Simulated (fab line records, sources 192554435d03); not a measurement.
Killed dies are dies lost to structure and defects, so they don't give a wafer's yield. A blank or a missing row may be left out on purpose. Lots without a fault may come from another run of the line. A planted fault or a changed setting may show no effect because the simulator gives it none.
fab line records | flow n5_finfet
record lots=5 wafers=15 last_day=18
route steps=1938 shown BEOL_M1@804
lots that met no fault: from a run of the same line without faults
start_h: hours from the record's first day to the start of the lot's first wafer shown | wait_h: hours since the lot's step before | " the same as in the row above | L1.1+2: a row that stands for several wafers | - no value, or no start given | * or withheld: withheld | < > ~ a bound
route shown NAME@n: a module of which the file shows steps, and the number in the route of the first | usual: mean/standard deviation of fault-free wafers | same: alike in all rows | chamber/n: place in a boat | sites: the reading at each site | _std_site: their standard deviation | _edge_site: outer sites' mean less inner sites' | radius_mm: how far each site lies from the wafer's centre | mask NAME#n: copy n | behind: the tool/chamber that last shaped the wafer | hold: why the lot was held/for how many hours/how that ended | device: the transistor (n, p or np) that didn't switch | end of line: the same wafers' tests at the end of the route | a step without rows: its recipe alone | killed: dies lost to structure and defects at the first sort, not the wafer's yield | map: a wafer's dies, x killed, . not, _ none there
set.NAME: the setting as run; set.NAME@STEP: as run at that earlier step | model.NAME: the simulator's own value behind a step, which no gauge read
lots at some steps of the route; a table a step, a row a wafer
services: from which hour (start_h, from the record's first day; less than 0 if before it) a tool's chamber was out of use, for how many hours, and why
## steps
# step N5_BEOL_M1_HM_STRIP_39
# recipe chemistry=peroxide_tin_strip material=TiN target_depth_a=250 temp_c=50 time_s=158
# columns lot.wafer tool chamber start_h wait_h
L078.1+5+6 wet_bench-01 2,5,7 151.93 0.0
L079.3+4+6 wet_bench-05 0,4,3 163.99 0.0
L091.1+4+6 wet_bench-01 5,7,0 231.56 0.0
L093.3+4+6 wet_bench-05 7,5,4 237.42 0.0
L097.1+4+6 wet_bench-05 7,0,3 266.94 0.0
# step N5_BEOL_M1_SRD_40
# recipe time_s=30 temp_c=23 rinse_liquid=diw dry=ipa_marangoni
# columns lot.wafer tool chamber start_h wait_h
L078.1+5+6 wet_bench-01 2,5,7 151.98 0.0
L079.3+4+6 wet_bench-05 0,4,3 164.04 0.0
L091.1+4+6 wet_bench-01 5,7,0 231.62 0.0
L093.3+4+6 wet_bench-05 7,5,4 237.47 0.0
L097.1+4+6 wet_bench-05 7,0,3 266.99 0.0
# step N5_BEOL_M1_PRECLEAN_42
# recipe chemistry=residue_remover time_s=60 temp_c=40
# columns lot.wafer tool chamber start_h wait_h
L078.1+5+6 wet_bench-01 2,5,7 152.00 0.0
L079.3+4+6 wet_bench-05 0,4,3 164.06 0.0
L091.1+4+6 wet_bench-01 5,7,0 231.64 0.0
L093.3+4+6 wet_bench-05 7,5,4 237.48 0.0
L097.1+4+6 wet_bench-05 7,0,3 267.01 0.0
# step N5_BEOL_M1_SRD_43
# recipe time_s=30 temp_c=23 rinse_liquid=diw dry=ipa_marangoni
# columns lot.wafer tool chamber start_h wait_h
L078.1+5+6 wet_bench-01 2,5,7 152.01 0.0
L079.3+4+6 wet_bench-05 0,4,3 164.07 0.0
L091.1+4+6 wet_bench-01 5,7,0 231.66 0.0
L093.3+4+6 wet_bench-05 7,5,4 237.50 0.0
L097.1+4+6 wet_bench-05 7,0,3 267.02 0.0
# step N5_BEOL_M1_CD_MEAS_35
# recipe target_cd_nm=18 target_cd_y_nm=21 polarity=opening
# usual cd_nm=18.0/0.3
# columns lot.wafer tool chamber start_h wait_h cd_nm
L078.1 cd_sem-03 - 152.05 0.0 18.2
L078.5 " - " " 18.3
L078.6 " - " " 18.1
L079.3 cd_sem-02 - 164.12 0.0 18.1
L079.4 " - " " 18.1
L079.6 " - " " 18.1
L091.1 cd_sem-03 - 231.70 0.0 17.8
L091.4 " - " " 18.3
L091.6 " - " " 17.9
L093.3 cd_sem-01 - 237.54 0.0 18.0
L093.4 " - " " 18.2
L093.6 " - " " 18.1
L097.1 cd_sem-01 - 267.07 0.0 18.1
L097.4 " - " " 17.3
L097.6 " - " " 17.9
# step N5_BEOL_M1_DEGAS_44
# recipe ambient=vacuum temp_c=250 time_s=60
# usual heater_power_w=334/32
# columns lot.wafer tool chamber start_h wait_h heater_power_w
L078.1 pvd_sputter-03 - 152.43 0.4 296
L078.5 " - " " 344
L078.6 " - " " 297
L079.3 pvd_sputter-02 - 164.18 0.1 296
L079.4 " - " " 297
L079.6 " - " " 305
L091.1 pvd_sputter-01 - 232.18 0.5 293
L091.4 " - " " 331
L091.6 " - " " 342
L093.3 pvd_sputter-03 - 237.75 0.2 292
L093.4 " - " " 407
L093.6 " - " " 394
L097.1 pvd_sputter-02 - 267.51 0.4 372
L097.4 " - " " 325
L097.6 " - " " 290
# step N5_BEOL_M1_PRE_CLEAN_45
# recipe gas=H2/He time_s=30 temp_c=250
# usual heater_power_w=334/31
# columns lot.wafer tool chamber start_h wait_h heater_power_w
L078.1 pvd_sputter-03 - 152.47 0.0 309
L078.5 " - " " 348
L078.6 " - " " 297
L079.3 pvd_sputter-02 - 164.22 0.0 301
L079.4 " - " " 288
L079.6 " - " " 307
L091.1 pvd_sputter-01 - 232.22 0.0 291
L091.4 " - " " 332
L091.6 " - " " 344
L093.3 pvd_sputter-03 - 237.79 0.0 297
L093.4 " - " " 386
L093.6 " - " " 393
L097.1 pvd_sputter-02 - 267.55 0.0 365
L097.4 " - " " 333
L097.6 " - " " 295
# step N5_BEOL_M1_ALD_84
# recipe material=TaN target_thk_a=* temp_c=275 ald_precursor_family=PDMAT ald_co_reactant=NH3 pressure_torr=3 carrier_flow_sccm=1500 pulse_time_s=2 purge_time_s=3 co_reactant_purge_time_s=2 co_reactant_pulse_time_s=3 ald_cycles=30 precursor_vessel_temp_c=75 precursor_vessel_pressure_torr=26.25 precursor_vessel_carrier_sccm=1000
# usual heater_power_w=415/30 precursor_vessel_temp_c=74.99/0.13
# columns lot.wafer tool chamber start_h wait_h heater_power_w precursor_vessel_temp_c
L078.1 ald_metal-02 0 152.53 0.0 400 75.07
L078.5 " 2 " " 382 75.13
L078.6 " 3 " " 453 74.90
L079.3 ald_metal-04 3 164.29 0.0 396 75.16
L079.4 " 0 " " 437 74.97
L079.6 " 3 " " 376 75.21
L091.1 ald_metal-04 0 232.29 0.1 445 74.84
L091.4 " 2 " " 405 74.93
L091.6 " 0 " " 433 74.85
L093.3 ald_metal-04 1 237.85 0.0 440 75.05
L093.4 " 3 " " 387 74.96
L093.6 " 1 " " 441 75.03
L097.1 ald_metal-02 2 267.61 0.0 389 75.00
L097.4 " 1 " " 428 75.10
L097.6 " 3 " " 451 74.86
# step N5_BEOL_M1_SURFACE_TREAT_85
# recipe gas=Ar time_s=* ion_energy_ev=* ion_current_ma_cm2=0.5 pressure_mtorr=* ar_flow_sccm=30
# usual throttle_valve_pct=*
# columns lot.wafer tool chamber start_h wait_h throttle_valve_pct
L078.1 pvd_sputter-03 - 152.77 0.1 *
L078.5 " - " " *
L078.6 " - " " *
L079.3 pvd_sputter-01 - 165.90 1.5 *
L079.4 " - " " *
L079.6 " - " " *
L091.1 pvd_sputter-01 - 232.76 0.4 *
L091.4 " - " " *
L091.6 " - " " *
L093.3 pvd_sputter-03 - 238.15 0.2 *
L093.4 " - " " *
L093.6 " - " " *
L097.1 pvd_sputter-01 - 267.86 0.1 *
L097.4 " - " " *
L097.6 " - " " *
# step N5_BEOL_M1_CVD_47
# recipe material=Co target_thk_a=30 temp_c=withheld precursor=CCTBA/H2 pressure_torr=30 time_s=223.8
# columns lot.wafer tool chamber start_h wait_h
L078.1+5+6 cvd_co-02 1,2,1 152.83 0.0
L079.3+4+6 cvd_co-01 0,0,2 166.12 0.2
L091.1+4+6 cvd_co-01 1,0,1 232.85 0.1
L093.3+4+6 cvd_co-02 1,1,2 238.22 0.1
L097.1+4+6 cvd_co-02 0,1,2 268.03 0.1
# step N5_BEOL_M1_SPUTTER_48
# recipe material=Cu target_thk_a=45 temp_c=-20 chamber_pressure_pa=0.07 power_w=withheld time_s=8.29
# usual chamber_pressure_pa=0.07/0.00012 throttle_valve_pct=29.6/1.2
# columns lot.wafer tool chamber start_h wait_h chamber_pressure_pa throttle_valve_pct
L078.1 pvd_sputter-01 - 153.13 0.2 0.06993 27.6
L078.5 " - " " 0.07019 30.7
L078.6 " - " " 0.07004 29.3
L079.3 pvd_sputter-03 - 166.28 0.1 0.0701 30.5
L079.4 " - " " 0.06979 28.7
L079.6 " - " " 0.06978 28.9
L091.1 pvd_sputter-03 - 233.07 0.2 0.06976 29.2
L091.4 " - " " 0.07004 28.7
L091.6 " - " " 0.07003 28.7
L093.3 pvd_sputter-01 - 238.38 0.1 0.06988 29.5
L093.4 " - " " 0.07001 31.0
L093.6 " - " " 0.06988 30.8
L097.1 pvd_sputter-02 - 268.21 0.1 0.07021 27.2
L097.4 " - " " 0.07007 29.7
L097.6 " - " " 0.07008 30.7
# step N5_BEOL_M1_ANNEAL_49
# recipe temp_c=400 time_s=240 ambient=vacuum
# usual heater_power_w=826/80
# columns lot.wafer tool chamber start_h wait_h heater_power_w
L078.1 pvd_sputter-01 - 153.21 0.0 823
L078.5 " - " " 752
L078.6 " - " " 817
L079.3 pvd_sputter-03 - 166.36 0.0 986
L079.4 " - " " 852
L079.6 " - " " 867
L091.1 pvd_sputter-03 - 233.15 0.0 748
L091.4 " - " " 838
L091.6 " - " " 855
L093.3 pvd_sputter-01 - 238.46 0.0 865
L093.4 " - " " 725
L093.6 " - " " 729
L097.1 pvd_sputter-02 - 268.29 0.0 897
L097.4 " - " " 781
L097.6 " - " " 801
# step N5_BEOL_M1_SPUTTER_79
# recipe material=Cu target_thk_a=45 temp_c=-20 chamber_pressure_pa=0.07 power_w=withheld time_s=8.29
# usual chamber_pressure_pa=0.07001/0.00014 throttle_valve_pct=29.5/1.2
# columns lot.wafer tool chamber start_h wait_h chamber_pressure_pa throttle_valve_pct
L078.1 pvd_sputter-01 - 153.35 0.1 0.06985 27.7
L078.5 " - " " 0.07009 31.0
L078.6 " - " " 0.06997 29.3
L079.3 pvd_sputter-03 - 166.50 0.1 0.07014 30.4
L079.4 " - " " 0.07014 28.6
L079.6 " - " " 0.07013 28.6
L091.1 pvd_sputter-03 - 233.29 0.1 0.0699 29.2
L091.4 " - " " 0.06968 28.6
L091.6 " - " " 0.06971 28.6
L093.3 pvd_sputter-01 - 238.60 0.1 0.06966 29.5
L093.4 " - " " 0.06993 30.9
L093.6 " - " " 0.06972 31.0
L097.1 pvd_sputter-02 - 268.43 0.1 0.07012 27.5
L097.4 " - " " 0.06969 30.0
L097.6 " - " " 0.06993 30.7
# step N5_BEOL_M1_ANNEAL_80
# recipe temp_c=400 time_s=240 ambient=vacuum
# usual heater_power_w=825/81
# columns lot.wafer tool chamber start_h wait_h heater_power_w
L078.1 pvd_sputter-01 - 153.43 0.0 794
L078.5 " - " " 738
L078.6 " - " " 836
L079.3 pvd_sputter-03 - 166.58 0.0 957
L079.4 " - " " 858
L079.6 " - " " 832
L091.1 pvd_sputter-03 - 233.37 0.0 736
L091.4 " - " " 852
L091.6 " - " " 845
L093.3 pvd_sputter-01 - 238.68 0.0 839
L093.4 " - " " 754
L093.6 " - " " 714
L097.1 pvd_sputter-02 - 268.51 0.0 926
L097.4 " - " " 745
L097.6 " - " " 845
# step N5_BEOL_M1_SPUTTER_81
# recipe material=Cu target_thk_a=45 temp_c=-20 chamber_pressure_pa=0.07 power_w=withheld time_s=8.29
# usual chamber_pressure_pa=0.07002/0.00013 throttle_valve_pct=29.5/1.2
# columns lot.wafer tool chamber start_h wait_h chamber_pressure_pa throttle_valve_pct
L078.1 pvd_sputter-01 - 153.57 0.1 0.07013 27.7
L078.5 " - " " 0.07017 31.0
L078.6 " - " " 0.07003 28.9
L079.3 pvd_sputter-03 - 166.72 0.1 0.06994 30.5
L079.4 " - " " 0.06987 28.7
L079.6 " - " " 0.0698 28.8
L091.1 pvd_sputter-03 - 233.51 0.1 0.07025 29.1
L091.4 " - " " 0.07007 28.7
L091.6 " - " " 0.0701 28.6
L093.3 pvd_sputter-01 - 238.82 0.1 0.07011 29.9
L093.4 " - " " 0.06998 30.9
L093.6 " - " " 0.07027 30.8
L097.1 pvd_sputter-02 - 268.65 0.1 0.06996 27.4
L097.4 " - " " 0.07017 29.7
L097.6 " - " " 0.07002 31.2
# step N5_BEOL_M1_ANNEAL_82
# recipe temp_c=400 time_s=240 ambient=vacuum
# usual heater_power_w=824/79
# columns lot.wafer tool chamber start_h wait_h heater_power_w
L078.1 pvd_sputter-01 - 153.65 0.0 803
L078.5 " - " " 737
L078.6 " - " " 809
L079.3 pvd_sputter-03 - 166.80 0.0 962
L079.4 " - " " 839
L079.6 " - " " 834
L091.1 pvd_sputter-03 - 233.59 0.0 740
L091.4 " - " " 849
L091.6 " - " " 852
L093.3 pvd_sputter-01 - 238.90 0.0 834
L093.4 " - " " 730
L093.6 " - " " 733
L097.1 pvd_sputter-02 - 268.73 0.0 909
L097.4 " - " " 768
L097.6 " - " " 825
# step N5_BEOL_M1_SPUTTER_86
# recipe material=Cu target_thk_a=45 temp_c=-20 chamber_pressure_pa=0.07 power_w=withheld time_s=8.29
# usual chamber_pressure_pa=0.06998/0.00013 throttle_valve_pct=29.5/1.2
# columns lot.wafer tool chamber start_h wait_h chamber_pressure_pa throttle_valve_pct
L078.1 pvd_sputter-01 - 153.79 0.1 0.06969 27.6
L078.5 " - " " 0.07008 30.9
L078.6 " - " " 0.06978 29.4
L079.3 pvd_sputter-03 - 166.94 0.1 0.06996 30.8
L079.4 " - " " 0.07006 29.0
L079.6 " - " " 0.06982 28.8
L091.1 pvd_sputter-03 - 233.73 0.1 0.07019 29.0
L091.4 " - " " 0.06998 28.5
L091.6 " - " " 0.06984 29.0
L093.3 pvd_sputter-01 - 239.04 0.1 0.06985 29.7
L093.4 " - " " 0.07016 30.9
L093.6 " - " " 0.06999 30.8
L097.1 pvd_sputter-02 - 268.87 0.1 0.07006 27.5
L097.4 " - " " 0.06965 29.6
L097.6 " - " " 0.06996 30.7
# step N5_BEOL_M1_ANNEAL_87
# recipe temp_c=400 time_s=240 ambient=vacuum
# usual heater_power_w=824/81
# columns lot.wafer tool chamber start_h wait_h heater_power_w
L078.1 pvd_sputter-01 - 153.87 0.0 803
L078.5 " - " " 724
L078.6 " - " " 819
L079.3 pvd_sputter-03 - 167.02 0.0 993
L079.4 " - " " 851
L079.6 " - " " 843
L091.1 pvd_sputter-03 - 233.81 0.0 747
L091.4 " - " " 862
L091.6 " - " " 848
L093.3 pvd_sputter-01 - 239.12 0.0 859
L093.4 " - " " 739
L093.6 " - " " 737
L097.1 pvd_sputter-02 - 268.95 0.0 927
L097.4 " - " " 763
L097.6 " - " " 848
# step N5_BEOL_M1_SPUTTER_88
# recipe material=Cu target_thk_a=45 temp_c=-20 chamber_pressure_pa=0.07 power_w=withheld time_s=8.29
# usual chamber_pressure_pa=0.07/0.00016 throttle_valve_pct=29.5/1.2
# columns lot.wafer tool chamber start_h wait_h chamber_pressure_pa throttle_valve_pct
L078.1 pvd_sputter-01 - 154.01 0.1 0.06995 27.9
L078.5 " - " " 0.06999 30.8
L078.6 " - " " 0.07017 28.9
L079.3 pvd_sputter-03 - 167.16 0.1 0.07 30.5
L079.4 " - " " 0.07019 28.7
L079.6 " - " " 0.0702 28.6
L091.1 pvd_sputter-03 - 233.95 0.1 0.07001 29.1
L091.4 " - " " 0.07012 28.9
L091.6 " - " " 0.06992 28.8
L093.3 pvd_sputter-01 - 239.26 0.1 0.0699 29.6
L093.4 " - " " 0.06998 31.0
L093.6 " - " " 0.07001 31.0
L097.1 pvd_sputter-02 - 269.09 0.1 0.06991 27.4
L097.4 " - " " 0.06982 29.7
L097.6 " - " " 0.06992 30.9
# step N5_BEOL_M1_ANNEAL_89
# recipe temp_c=400 time_s=240 ambient=vacuum
# usual heater_power_w=825/80
# columns lot.wafer tool chamber start_h wait_h heater_power_w
L078.1 pvd_sputter-01 - 154.09 0.0 796
L078.5 " - " " 716
L078.6 " - " " 814
L079.3 pvd_sputter-03 - 167.24 0.0 960
L079.4 " - " " 855
L079.6 " - " " 874
L091.1 pvd_sputter-03 - 234.03 0.0 727
L091.4 " - " " 849
L091.6 " - " " 846
L093.3 pvd_sputter-01 - 239.34 0.0 857
L093.4 " - " " 733
L093.6 " - " " 751
L097.1 pvd_sputter-02 - 269.17 0.0 908
L097.4 " - " " 756
L097.6 " - " " 824
# step N5_BEOL_M1_SPUTTER_90
# recipe material=Cu target_thk_a=45 temp_c=-20 chamber_pressure_pa=0.07 power_w=withheld time_s=8.29
# usual chamber_pressure_pa=0.06999/0.00014 throttle_valve_pct=29.5/1.2
# columns lot.wafer tool chamber start_h wait_h chamber_pressure_pa throttle_valve_pct
L078.1 pvd_sputter-01 - 154.23 0.1 0.06986 27.6
L078.5 " - " " 0.07009 31.0
L078.6 " - " " 0.06996 29.1
L079.3 pvd_sputter-03 - 167.38 0.1 0.06998 30.3
L079.4 " - " " 0.06998 28.8
L079.6 " - " " 0.06999 28.8
L091.1 pvd_sputter-03 - 234.17 0.1 0.07007 29.4
L091.4 " - " " 0.07017 28.8
L091.6 " - " " 0.07033 28.7
L093.3 pvd_sputter-01 - 239.48 0.1 0.0701 29.4
L093.4 " - " " 0.0699 30.9
L093.6 " - " " 0.06992 30.8
L097.1 pvd_sputter-02 - 269.31 0.1 0.06992 27.5
L097.4 " - " " 0.06997 29.6
L097.6 " - " " 0.06999 30.9
# step N5_BEOL_M1_ANNEAL_91
# recipe temp_c=400 time_s=240 ambient=vacuum
# usual heater_power_w=824/81
# columns lot.wafer tool chamber start_h wait_h heater_power_w
L078.1 pvd_sputter-01 - 154.31 0.0 819
L078.5 " - " " 718
L078.6 " - " " 825
L079.3 pvd_sputter-03 - 167.46 0.0 985
L079.4 " - " " 861
L079.6 " - " " 848
L091.1 pvd_sputter-03 - 234.25 0.0 728
L091.4 " - " " 861
L091.6 " - " " 833
L093.3 pvd_sputter-01 - 239.56 0.0 865
L093.4 " - " " 707
L093.6 " - " " 725
L097.1 pvd_sputter-02 - 269.39 0.0 902
L097.4 " - " " 760
L097.6 " - " " 844
# step N5_BEOL_M1_SPUTTER_92
# recipe material=Cu target_thk_a=45 temp_c=-20 chamber_pressure_pa=0.07 power_w=withheld time_s=8.29
# usual chamber_pressure_pa=0.06999/0.00014 throttle_valve_pct=29.5/1.2
# columns lot.wafer tool chamber start_h wait_h chamber_pressure_pa throttle_valve_pct
L078.1 pvd_sputter-01 - 154.45 0.1 0.0702 27.6
L078.5 " - " " 0.07002 30.7
L078.6 " - " " 0.06985 29.4
L079.3 pvd_sputter-03 - 167.60 0.1 0.06992 30.5
L079.4 " - " " 0.07011 28.5
L079.6 " - " " 0.06995 29.0
L091.1 pvd_sputter-03 - 234.39 0.1 0.06982 28.8
L091.4 " - " " 0.07001 28.7
L091.6 " - " " 0.06992 28.8
L093.3 pvd_sputter-01 - 239.70 0.1 0.06984 29.7
L093.4 " - " " 0.07007 30.9
L093.6 " - " " 0.06993 30.9
L097.1 pvd_sputter-02 - 269.53 0.1 0.07005 27.3
L097.4 " - " " 0.0701 29.7
L097.6 " - " " 0.07013 30.9
# step N5_BEOL_M1_ANNEAL_93
# recipe temp_c=400 time_s=240 ambient=vacuum
# usual heater_power_w=825/80
# columns lot.wafer tool chamber start_h wait_h heater_power_w
L078.1 pvd_sputter-01 - 154.53 0.0 813
L078.5 " - " " 716
L078.6 " - " " 824
L079.3 pvd_sputter-03 - 167.68 0.0 977
L079.4 " - " " 871
L079.6 " - " " 840
L091.1 pvd_sputter-03 - 234.47 0.0 750
L091.4 " - " " 861
L091.6 " - " " 847
L093.3 pvd_sputter-01 - 239.78 0.0 858
L093.4 " - " " 718
L093.6 " - " " 745
L097.1 pvd_sputter-02 - 269.61 0.0 931
L097.4 " - " " 775
L097.6 " - " " 795
# step N5_BEOL_M1_SPUTTER_94
# recipe material=Cu target_thk_a=45 temp_c=-20 chamber_pressure_pa=0.07 power_w=withheld time_s=8.29
# usual chamber_pressure_pa=0.07003/0.00014 throttle_valve_pct=29.5/1.2
# columns lot.wafer tool chamber start_h wait_h chamber_pressure_pa throttle_valve_pct
L078.1 pvd_sputter-01 - 154.67 0.1 0.07027 27.8
L078.5 " - " " 0.06974 30.8
L078.6 " - " " 0.07003 29.3
L079.3 pvd_sputter-03 - 167.82 0.1 0.07005 30.4
L079.4 " - " " 0.07003 28.7
L079.6 " - " " 0.07 28.6
L091.1 pvd_sputter-03 - 234.61 0.1 0.06992 28.8
L091.4 " - " " 0.06994 28.7
L091.6 " - " " 0.06974 28.9
L093.3 pvd_sputter-01 - 239.92 0.1 0.07006 29.8
L093.4 " - " " 0.07012 31.0
L093.6 " - " " 0.07009 30.6
L097.1 pvd_sputter-02 - 269.75 0.1 0.07017 27.4
L097.4 " - " " 0.07003 29.8
L097.6 " - " " 0.06991 30.9
# step N5_BEOL_M1_ANNEAL_95
# recipe temp_c=400 time_s=240 ambient=vacuum
# usual heater_power_w=825/81
# columns lot.wafer tool chamber start_h wait_h heater_power_w
L078.1 pvd_sputter-01 - 154.75 0.0 806
L078.5 " - " " 732
L078.6 " - " " 808
L079.3 pvd_sputter-03 - 167.90 0.0 1011
L079.4 " - " " 831
L079.6 " - " " 845
L091.1 pvd_sputter-03 - 234.69 0.0 734
L091.4 " - " " 841
L091.6 " - " " 848
L093.3 pvd_sputter-01 - 240.00 0.0 845
L093.4 " - " " 713
L093.6 " - " " 714
L097.1 pvd_sputter-02 - 269.83 0.0 928
L097.4 " - " " 761
L097.6 " - " " 809
# step N5_BEOL_M1_SPUTTER_96
# recipe material=Cu target_thk_a=45 temp_c=-20 chamber_pressure_pa=0.07 power_w=withheld time_s=8.29
# usual chamber_pressure_pa=0.07/0.00015 throttle_valve_pct=29.5/1.2
# columns lot.wafer tool chamber start_h wait_h chamber_pressure_pa throttle_valve_pct
L078.1 pvd_sputter-01 - 154.89 0.1 0.06999 27.6
L078.5 " - " " 0.07021 31.0
L078.6 " - " " 0.06999 29.1
L079.3 pvd_sputter-03 - 168.04 0.1 0.07022 30.3
L079.4 " - " " 0.07006 28.5
L079.6 " - " " 0.06994 28.6
L091.1 pvd_sputter-03 - 234.83 0.1 0.07007 29.4
L091.4 " - " " 0.06972 28.8
L091.6 " - " " 0.06983 29.0
L093.3 pvd_sputter-01 - 240.14 0.1 0.07002 29.7
L093.4 " - " " 0.07018 30.9
L093.6 " - " " 0.07005 30.9
L097.1 pvd_sputter-02 - 269.97 0.1 0.06989 27.5
L097.4 " - " " 0.0698 29.8
L097.6 " - " " 0.06992 30.8
# step N5_BEOL_M1_ECD_50
# recipe material=Cu target_thk_a=3000
# columns lot.wafer tool chamber start_h wait_h
L078.1+5+6 ecd_cu-02 0,1,0 155.01 0.1
L079.3+4+6 ecd_cu-01 0,1,1 168.18 0.1
L091.1+4+6 ecd_cu-02 0,1,1 234.95 0.1
L093.3+4+6 ecd_cu-02 1,0,1 240.28 0.1
L097.1+4+6 ecd_cu-01 1,1,0 270.08 0.1
# step N5_BEOL_M1_ANNEAL_51
# recipe temp_c=225 time_s=90 ambient=N2
# usual wafer_temp_C_max=225.80/0.29
# columns lot.wafer tool chamber start_h wait_h wafer_temp_C_max
L078.1 rtp_anneal-02 0 155.09 0.1 225.61
L078.5 " 0 " " 225.60
L078.6 " 0 " " 225.87
L079.3 rtp_anneal-02 0 168.33 0.1 225.86
L079.4 " 0 " " 225.97
L079.6 " 0 " " 225.93
L091.1 rtp_anneal-02 0 235.03 0.1 225.65
L091.4 " 0 " " 226.25
L091.6 " 0 " " 225.76
L093.3 rtp_anneal-02 0 240.43 0.1 225.75
L093.4 " 0 " " 225.71
L093.6 " 0 " " 226.11
L097.1 rtp_anneal-01 0 270.24 0.1 225.68
L097.4 " 0 " " 225.70
L097.6 " 0 " " 225.33
# step N5_BEOL_M1_CMP_52
# recipe stop_on=SiOC t_overpolish_s=6.8 down_force_psi=1 platen_rpm=50 clearing_platen_down_force_psi=1.5 clearing_platen_rpm=50 post_cmp_clean=cu_alkaline target_thk_nm=40 clearing_platen_pad_velocity_m_s=0.99484 pad_velocity_m_s=0.99484
# usual barrier_field_endpoint_s=24.6/0.53 motor_current_A=6.3/0.59 overpolish_run_s=6.800/0.0092 slurry_filter_dp_kPa=13.50/0.16 time_to_endpoint_s=62.3/2.5
# columns lot.wafer tool chamber start_h wait_h barrier_field_endpoint_s motor_current_A overpolish_run_s slurry_filter_dp_kPa time_to_endpoint_s
L078.1 cmp-02 2 155.42 0.3 25.0 7.1 6.812 13.53 64.1
L078.5 " 1 " " 25.7 6.3 6.788 13.58 64.7
L078.6 " 2 " " 24.8 7.7 6.799 13.24 62.3
L079.4 cmp-02 1 168.59 0.2 25.0 5.8 6.806 13.42 65.7
L079.3 " 2 " " 24.6 7.1 6.812 13.61 64.3
L079.6 " 1 " " 25.4 6.7 6.811 13.45 65.7
L091.1 cmp-03 0 235.36 0.3 24.8 6.6 6.801 13.62 62.8
L091.4 " 1 " " 25.4 6.6 6.804 13.52 60.1
L091.6 " 3 " " 25.7 6.5 6.792 13.60 66.4
L093.4 cmp-03 3 240.64 0.1 24.4 6.3 6.800 13.18 63.4
L093.3 " 2 " " 24.3 5.8 6.803 13.39 63.7
L093.6 " 3 " " 24.8 6.3 6.797 13.28 65.0
L097.4 cmp-04 0 270.57 0.2 24.4 5.8 6.798 13.27 63.4
L097.1 " 2 " " 25.2 6.8 6.790 13.51 62.1
L097.6 " 0 " " 24.7 5.8 6.807 13.63 60.3
# step N5_BEOL_M1_THK_MEAS_53
# recipe thk_meas_gauge=xrf reads=Cu_of_BEOL_M1_ECD_50
# usual M1_THK=39.7/1.6
# columns lot.wafer tool chamber start_h wait_h M1_THK[nm]
L078.1 film_metro-01 - 155.68 - 39.6
L078.5 " - " " 40.6
L078.6 " - " " 40.9
L079.3 film_metro-02 - 168.85 - 37.9
L079.4 " - " " 40.0
L079.6 " - " " 39.2
L091.1 film_metro-02 - 235.62 - 39.9
L091.4 " - " " 41.1
L091.6 " - " " 41.7
L093.3 film_metro-02 - 240.93 - 39.4
L093.4 " - " " 40.8
L093.6 " - " " 39.7
L097.1 film_metro-02 - 270.83 - 35.8
L097.4 " - " " 39.2
L097.6 " - " " 39.2
# step N5_BEOL_M1_PRE_CLEAN_60
# recipe gas=NH3/H2 time_s=15 temp_c=* rf_power_w=300
# usual heater_power_w=99/21 rf_fwd_power_W=296.3/1.2
# columns lot.wafer tool chamber start_h wait_h heater_power_w rf_fwd_power_W
L078.1 cvd_co-01 0 155.71 0.0 65 296.2
L078.5 " 2 " " 83 295.6
L078.6 " 1 " " 88 296.9
L079.3 cvd_co-02 1 168.88 0.0 101 295.4
L079.4 " 0 " " 109 296.6
L079.6 " 2 " " 135 296.4
L091.1 cvd_co-01 2 235.66 0.0 86 298.1
L091.4 " 2 " " 85 296.8
L091.6 " 1 " " 88 297.2
L093.3 cvd_co-01 0 240.97 0.0 69 296.7
L093.4 " 2 " " 84 297.0
L093.6 " 1 " " 88 297.1
L097.1 cvd_co-01 0 270.87 0.0 67 295.5
L097.4 " 2 " " 85 297.4
L097.6 " 0 " " 68 295.2
# step N5_BEOL_M1_CO_CAP_55
# recipe material=Co target_thk_a=20 temp_c=200 precursor=CCTBA/H2 pressure_torr=30 time_s=102.1
# usual heater_power_w=253/27
# columns lot.wafer tool chamber start_h wait_h heater_power_w
L078.1 cvd_co-01 0 155.75 0.0 211
L078.5 " 2 " " 234
L078.6 " 1 " " 244
L079.3 cvd_co-02 1 168.92 0.0 254
L079.4 " 0 " " 262
L079.6 " 2 " " 291
L091.1 cvd_co-01 2 235.70 0.0 236
L091.4 " 2 " " 233
L091.6 " 1 " " 238
L093.3 cvd_co-01 0 241.01 0.0 216
L093.4 " 2 " " 237
L093.6 " 1 " " 234
L097.1 cvd_co-01 0 270.91 0.0 211
L097.4 " 2 " " 228
L097.6 " 0 " " 215
# step N5_BEOL_M1_PRE_CLEAN_56
# recipe gas=NH3 time_s=15 temp_c=withheld rf_power_w=300
# usual rf_fwd_power_W=295.4/1.9
# columns lot.wafer tool chamber start_h wait_h rf_fwd_power_W
L078.1 pecvd-04 2 155.84 0.1 298.6
L078.5 " 1 " " 296.3
L078.6 " 2 " " 297.9
L079.3 pecvd-03 2 169.01 0.1 293.3
L079.4 " 1 " " 291.7
L079.6 " 2 " " 291.5
L091.1 pecvd-01 0 235.79 0.1 292.7
L091.4 " 0 " " 293.8
L091.6 " 2 " " 295.1
L093.3 pecvd-04 2 241.10 0.1 297.7
L093.4 " 1 " " 296.9
L093.6 " 0 " " 297.2
L097.1 pecvd-03 2 271.00 0.1 294.3
L097.4 " 2 " " 292.3
L097.6 " 1 " " 293.0
## services
# columns tool chamber start_h hours kind
cmp-03 - 130.99 - consumable_replace:conditioner
cmp-03 - 130.99 - consumable_replace:pad
cmp-03 - 132.59 14.3 pm
ecd_cu-02 - 136.93 1.0 repair
pecvd-04 1 147.43 2.1 scheduled_down
cmp-02 - 147.75 2.2 repair
ald_metal-02 - 148.37 1.7 repair
pecvd-01 - 160.29 28.1 pm
cmp-03 - 162.10 0.6 repair
cmp-04 - 164.33 7.0 pm
pecvd-03 2 202.38 - clean
pecvd-03 2 202.38 - consumable_replace:showerhead
pecvd-03 2 202.38 29.0 scheduled_down
pecvd-03 2 202.38 29.0 vent_cycle
ecd_cu-02 - 206.69 0.8 repair
cmp-03 - 207.95 6.7 pm
cmp-04 - 213.35 0.6 repair
ald_metal-04 - 219.47 1.0 repair
ald_metal-02 2 219.82 18.5 repair
pecvd-04 - 221.49 0.8 repair
pecvd-04 - 225.70 4.3 pm
cmp-02 - 238.10 4.6 pm
cmp-02 - 252.18 7.7 pm
cmp-03 - 253.17 1.7 repair
## key
fault none
